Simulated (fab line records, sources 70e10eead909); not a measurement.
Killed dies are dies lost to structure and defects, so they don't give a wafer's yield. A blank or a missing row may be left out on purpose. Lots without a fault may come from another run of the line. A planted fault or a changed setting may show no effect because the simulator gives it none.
Which tool did it? | flow nand_harc | 14 lots, 42 wafers sampled, at 2 steps of a route of 1159

WHAT THE GAUGES READ, wafer by wafer
NHARC_P_GATE_OVL_MEAS_27. Usual: overlay_x_nm 0.1 nm, standard deviation 0.83; overlay_y_nm 0.0 nm, standard deviation 0.91.
lot  | measured     | on         | overlay_x_nm (nm) | overlay_y_nm (nm) | flag
L658 | day 4 18:12  | overlay-01 | 1.2 0.9 1.1       | 0.5 0.9 0.2       |
L659 | day 4 22:38  | overlay-02 | 0.4 1.0 1.1       | 0.4 0.2 0.3       |
L661 | day 5 04:21  | overlay-02 | -0.5 -0.3 -0.4    | -1.2 -1.1 -1.0    |
L660 | day 5 04:12  | overlay-01 | -0.9 -0.3 -0.7    | 0.1 0.8 0.4       |
L662 | day 5 14:26  | overlay-02 | 2.1 2.5 1.8       | -0.8 -1.2 -1.0    |
L663 | day 6 05:31  | overlay-01 | -0.8 -0.6 -0.7    | 1.2 1.2 1.2       |
L664 | day 6 04:46  | overlay-01 | 0.9 1.1 0.3       | -0.1 1.1 0.7      |
L666 | day 6 15:15  | overlay-02 | -0.5 -0.3 -0.5    | 1.1 0.4 1.1       |
L665 | day 6 15:25  | overlay-01 | -0.5 -0.2 -0.2    | 1.4 1.2 0.9       |
L674 | day 9 02:23  | overlay-01 | 0.5 0.3 0.6       | -1.3 -1.4 -1.7    |
L676 | day 9 04:52  | overlay-01 | 1.0 1.3 0.7       | -0.6 -1.0 -1.4    |
L677 | day 9 13:54  | overlay-01 | -1.5 -1.3 -0.7    | 0.3 0.5 0.1       |
L678 | day 9 14:05  | overlay-02 | -0.7 -1.2 -1.2    | 0.6 0.8 0.0       |
L680 | day 10 08:43 | overlay-01 | 0.3 0.1 0.6       | -0.7 -0.7 -1.1    |

WHICH TOOL RAN EACH LOT (tool, then ch and the chambers of the sampled wafers, then the start)
lot  | NHARC_P_STI_ETCH_15
L658 | rie_si-06 ch 1,3, day 2 13:07
L659 | rie_si-01 ch 0,3, day 2 17:55
L661 | rie_si-01 ch 0,1,2, day 3 02:03
L660 | rie_si-04 ch 2,3, day 3 02:07
L662 | rie_si-04 ch 1,2,3, day 3 12:02
L663 | rie_si-06 ch 1,2,3, day 3 23:00
L664 | rie_si-04 ch 1,2,3, day 3 23:49
L666 | rie_si-04 ch 1,2,3, day 4 10:45
L665 | rie_si-01 ch 2,3, day 4 10:56
L674 | rie_si-01 ch 0,1,2, day 6 17:44
L676 | rie_si-04 ch 1,2, day 7 01:45
L677 | rie_si-01 ch 1,2, day 7 10:49
L678 | rie_si-04 ch 1,2,3, day 7 10:58
L680 | rie_si-01 ch 1,3, day 8 03:02
- NHARC_P_STI_ETCH_15: etches the open film in HBr/Cl2, target depth 300 nm, time 100.1 s.

WHAT THE TOOLS THEMSELVES READ (means of the sampled wafers that have a number; where no wafer has one, the mark that the record gives instead)
NHARC_P_STI_ETCH_15. Usual: drypump_motor_current_A 5.7 A, standard deviation 0.47; oes_product_au 1.000 a.u., standard deviation 0.012; throttle_valve_pct 26.406 %, standard deviation 0.0088.
lot  | tool      | drypump_motor_current_A (A) | oes_product_au (a.u.) | throttle_valve_pct (%) | flag
L658 | rie_si-06 | 5.4                         | 1.008                 | 26.409                 |
L659 | rie_si-01 | 6.1                         | 1.003                 | 26.411                 |
L661 | rie_si-01 | 5.8                         | 1.005                 | 26.415                 |
L660 | rie_si-04 | 5.7                         | 0.998                 | 26.405                 |
L662 | rie_si-04 | 5.4                         | 0.997                 | 26.398                 |
L663 | rie_si-06 | 5.7                         | 1.010                 | 26.398                 |
L664 | rie_si-04 | 5.4                         | 1.001                 | 26.413                 |
L666 | rie_si-04 | 5.4                         | 0.994                 | 26.401                 |
L665 | rie_si-01 | 6.1                         | 1.002                 | 26.412                 |
L674 | rie_si-01 | 5.8                         | 0.997                 | 26.401                 |
L676 | rie_si-04 | 5.7                         | 1.004                 | 26.398                 |
L677 | rie_si-01 | 5.8                         | 1.001                 | 26.401                 |
L678 | rie_si-04 | 5.4                         | 0.996                 | 26.396                 |
L680 | rie_si-01 | 6.1                         | 1.002                 | 26.403                 |

THE ANSWER, worked out from the rows above alone
Rule: a lot is off if the mean of its wafers that have a number lies more than 3 standard deviations from the usual mean. A lot without any number at a reading at which 4 lots or more have one is off too. The other lots that the step has rows for count as sound. The gauges are gone through in route order, then the tools' own readings, and for those a lot's mean is taken as printed above. The first step at which some lot is off is used, and at that step the reading that is off furthest; a lot without a number counts as furthest.
No lot is off at any reading shown: from this, nothing can be told.

WHAT THE SIMULATOR HAD PUT IN
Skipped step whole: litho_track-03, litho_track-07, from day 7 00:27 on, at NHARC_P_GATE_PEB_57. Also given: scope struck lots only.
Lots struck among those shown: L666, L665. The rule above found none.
